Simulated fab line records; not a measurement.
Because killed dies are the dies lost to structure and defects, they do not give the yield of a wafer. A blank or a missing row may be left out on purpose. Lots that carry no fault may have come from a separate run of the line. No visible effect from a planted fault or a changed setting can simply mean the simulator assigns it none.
fab line records | flow nandHarc
[record] lots = 6 wafers = 18 lastDay = 32
route steps=1302 shown A_ONON_D1@426
lots untouched by any fault: they come from a run of this same line in which no faults occurred
startH: the number of hours between the record's first day and the start of the first shown wafer of the lot | waitH: hours since the lot's step before | " same as the row above | L1.1+2: one row covering several wafers at once | - no value, or no start given | * or withheld: withheld | < > ~ a bound
route shown NAME@n: names a module that has steps shown in the file, with the first one's number in the route | usual: mean and standard deviation over wafers with no fault | same: alike in all rows | chamber/n: place in a boat | sites: each site's reading | _std_site: the standard deviation of these | _edge_site: inner sites' mean taken away from outer sites' mean | radiusMm: for every site, how far away it sits from the centre of the wafer | mask NAME#n: copy n | behind: the most recent tool/chamber to have shaped the wafer | hold: why the lot was held/for how many hours/how that ended | device: which transistor (n, p or np) failed to switch | end of line: the tests these same wafers got at the end of their route | a step given without rows: its recipe and nothing more | killed: count of dies lost to structure and defects at first sort (not the wafer's yield) | map: a wafer's dies, marking killed ones x, the rest . and places with no die _
set.NAME: the setting that was run; set.NAME@STEP: the one run at that earlier step | model.NAME: the simulator's own value behind a step, which no gauge read
lots at some steps of the route; a table a step, a row a wafer
services: from which hour (startH, from the record's first day; less than 0 if before it) a tool's chamber was out of use, for how many hours, and why
[[steps]]
[step NHARC_A_ONON_D1_DEP_03]
[recipe] targetThkA = 10000 n2FlowSccm = 2750 n2oFlowSccm = 2000 nh3FlowSccm = 500 sih4FlowSccm = 210 tempC = 400
[step NHARC_A_ONON_D1_THK_MEAS_05]
[recipe] thkMeasGauge = ellipsometry
[usual] thkNm = 1001/10
// columns lot.wafer tool chamber startH waitH thkNm
L259.1 filmMetro-02 - 224.06 - 986
L259.2 " - " " 986
L259.5 " - " " 988
L264.2 filmMetro-01 - 272.87 - 995
L264.4 " - " " 995
L264.5 " - " " 994
L265.1 filmMetro-01 - 284.74 - 1015
L265.2 " - " " 1015
L265.3 " - " " 1018
L271.2 filmMetro-02 - 334.38 - 1005
L271.4 " - " " 1004
L271.6 " - " " 1005
L273.1 filmMetro-02 - 366.27 - 980
L273.5 " - " " 978
L273.6 " - " " 982
L275.2 filmMetro-01 - 381.04 - 994
L275.4 " - " " 996
L275.5 " - " " 998
[step NHARC_A_ONON_D1_DEP_06]
[recipe] targetThkA = 10000 n2FlowSccm = 2750 n2oFlowSccm = 2000 nh3FlowSccm = 500 sih4FlowSccm = 210 tempC = 400
[step NHARC_A_ONON_D1_THK_MEAS_08]
[recipe] thkMeasGauge = ellipsometry
[usual] thkNm = 1000/9.4
// columns lot.wafer tool chamber startH waitH thkNm
L259.1 filmMetro-01 - 224.63 - 1011
L259.2 " - " " 1012
L259.5 " - " " 1013
L264.2 filmMetro-01 - 273.46 - 1010
L264.4 " - " " 1009
L264.5 " - " " 1008
L265.1 filmMetro-01 - 285.31 - 993
L265.2 " - " " 995
L265.3 " - " " 993
L271.2 filmMetro-01 - 334.95 - 1012
L271.4 " - " " 1011
L271.6 " - " " 1010
L273.1 filmMetro-01 - 366.84 - 984
L273.5 " - " " 983
L273.6 " - " " 983
L275.2 filmMetro-01 - 381.60 - 1012
L275.4 " - " " 1013
L275.5 " - " " 1012
[step NHARC_A_ONON_D1_DEP_09]
[recipe] targetThkA = 10000 n2FlowSccm = 2750 n2oFlowSccm = 2000 nh3FlowSccm = 500 sih4FlowSccm = 210 tempC = 400
[step NHARC_A_ONON_D1_THK_MEAS_11]
[recipe] thkMeasGauge = ellipsometry
[usual] thkNm = 1000/12
// columns lot.wafer tool chamber startH waitH thkNm
L259.1 filmMetro-02 - 225.19 - 1009
L259.2 " - " " 1010
L259.5 " - " " 1008
L264.2 filmMetro-01 - 274.03 - 975
L264.4 " - " " 975
L264.5 " - " " 974
L265.1 filmMetro-02 - 285.87 - 1013
L265.2 " - " " 1012
L265.3 " - " " 1012
L271.2 filmMetro-01 - 335.54 - 1015
L271.4 " - " " 1012
L271.6 " - " " 1015
L273.1 filmMetro-01 - 367.40 - 1001
L273.5 " - " " 1002
L273.6 " - " " 1002
L275.2 filmMetro-01 - 382.17 - 985
L275.4 " - " " 985
L275.5 " - " " 985
[step NHARC_A_ONON_D1_DEP_12]
[recipe] targetThkA = 10000 n2FlowSccm = 2750 n2oFlowSccm = 2000 nh3FlowSccm = 500 sih4FlowSccm = 210 tempC = 400
[step NHARC_A_ONON_D1_THK_MEAS_14]
[recipe] thkMeasGauge = ellipsometry
[usual] thkNm = 1001/11
// columns lot.wafer tool chamber startH waitH thkNm
L259.1 filmMetro-01 - 225.75 - 1003
L259.2 " - " " 1004
L259.5 " - " " 1002
L264.2 filmMetro-02 - 274.59 - 1008
L264.4 " - " " 1008
L264.5 " - " " 1008
L265.1 filmMetro-02 - 286.44 - 983
L265.2 " - " " 981
L265.3 " - " " 983
L271.2 filmMetro-02 - 336.11 - 1000
L271.4 " - " " 1000
L271.6 " - " " 999
L273.1 filmMetro-01 - 367.97 - 1003
L273.5 " - " " 1006
L273.6 " - " " 1004
L275.2 filmMetro-01 - 382.73 - 978
L275.4 " - " " 980
L275.5 " - " " 979
[step NHARC_A_ONON_D1_ANNEAL_15]
[recipe] tempC = 750 timeS = 3600
[step NHARC_A_ONON_D1_DEP_16]
[recipe] targetThkA = 10000 n2FlowSccm = 2750 n2oFlowSccm = 2000 nh3FlowSccm = 500 sih4FlowSccm = 210 tempC = 400
[step NHARC_A_ONON_D1_THK_MEAS_18]
[recipe] thkMeasGauge = ellipsometry
[usual] thkNm = 1001/9.5
// columns lot.wafer tool chamber startH waitH thkNm
L259.1 filmMetro-02 - 233.78 - 1009
L259.2 " - " " 1010
L259.5 " - " " 1009
L264.2 filmMetro-01 - 282.41 - 1011
L264.4 " - " " 1010
L264.5 " - " " 1011
L265.1 filmMetro-02 - 295.01 - 998
L265.2 " - " " 997
L265.3 " - " " 997
L271.2 filmMetro-02 - 344.48 - 987
L271.4 " - " " 988
L271.6 " - " " 988
L273.1 filmMetro-01 - 376.22 - 1006
L273.5 " - " " 1008
L273.6 " - " " 1007
L275.2 filmMetro-01 - 390.36 - 988
L275.4 " - " " 987
L275.5 " - " " 987
[step NHARC_A_ONON_D1_DEP_19]
[recipe] targetThkA = 10000 n2FlowSccm = 2750 n2oFlowSccm = 2000 nh3FlowSccm = 500 sih4FlowSccm = 210 tempC = 400
[usual] nh3FlowSccm = 499.7/1.6
// columns lot.wafer tool chamber startH waitH nh3FlowSccm
L259.1 pecvdOnon-04 0 233.83 0.1 499.5
L259.2 " 0 " " 496.3
L259.5 " 0 " " 499.4
L264.2 pecvdOnon-04 0 282.53 0.1 499.5
L264.4 " 0 " " 497.9
L264.5 " 0 " " 501.5
L265.1 pecvdOnon-04 0 295.07 0.1 498.7
L265.2 " 0 " " 499.9
L265.3 " 0 " " 499.1
L271.2 pecvdOnon-03 0 344.59 0.1 497.7
L271.4 " 0 " " 499.9
L271.6 " 0 " " 497.4
L273.1 pecvdOnon-01 0 376.28 0.1 500.5
L273.5 " 0 " " 500.5
L273.6 " 0 " " 498.9
L275.2 pecvdOnon-04 0 390.47 0.1 499.2
L275.4 " 0 " " 497.1
L275.5 " 0 " " 501.5
[step NHARC_A_ONON_D1_THK_MEAS_21]
[recipe] thkMeasGauge = ellipsometry
[usual] thkNm = 1000/9.8
// columns lot.wafer tool chamber startH waitH thkNm
L259.1 filmMetro-01 - 234.35 - 988
L259.2 " - " " 990
L259.5 " - " " 989
L264.2 filmMetro-01 - 282.98 - 900
L264.4 " - " " 981
L264.5 " - " " 901
L265.1 filmMetro-02 - 295.61 - 1005
L265.2 " - " " 922
L265.3 " - " " 923
L271.2 filmMetro-01 - 345.04 - 1003
L271.4 " - " " 1004
L271.6 " - " " 1003
L273.1 filmMetro-01 - 376.79 - 988
L273.5 " - " " 990
L273.6 " - " " 989
L275.2 filmMetro-02 - 390.92 - 1000
L275.4 " - " " 1001
L275.5 " - " " 1000
[step NHARC_A_ONON_D1_DEP_22]
[recipe] targetThkA = 10000 n2FlowSccm = 2750 n2oFlowSccm = 2000 nh3FlowSccm = 500 sih4FlowSccm = 210 tempC = 400
[[services]]
// columns tool chamber startH hours kind
pecvdOnon-03 - 227.00 13.0 pm
pecvdOnon-01 - 269.52 13.0 pm
pecvdOnon-04 - 311.10 13.0 pm
[[key]]
[firstSign] step = NHARC_A_ONON_D1_THK_MEAS_21 reading = thkNm direction = down sigmas = 9.1 usual = 1000 struck = 911
effect none on later readings
metAt NHARC_A_ONON_D1_DEP_19
struckWafers L264.2,L264.5,L265.2,L265.3
laterRowsLeftOut L264.2,L264.5,L265.2,L265.3
sortLeftOut L264.2,L264.5,L265.2,L265.3
testerLeftOut L264,L265
onsetBetween 233.83 282.53
[fault] kind = processParameterDrift tool = pecvdOnon-04 chamber = - onsetH = 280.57 steps = NHARC_A_ONON_D1_DEP_19 channel = targetThkA offset = * shape = step endH = 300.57 scope = struckWafersOnly actsIn = * stated = *
// testerLeftOut: of these lots the tester's yield and bins aren't shown, on N5 and GAA mostly nor the transistor test; their killed dies are dies lost to structure and defects alone, not to doping, threshold or leakage, so they don't give the yield
// sortLeftOut: the simulated sort isn't trusted on such a fault, so these wafers' sort isn't shown, and their yield isn't known
// laterRowsLeftOut: the simulator's readings of these wafers behind a module that went badly wrong aren't trusted and aren't shown, but for the sort
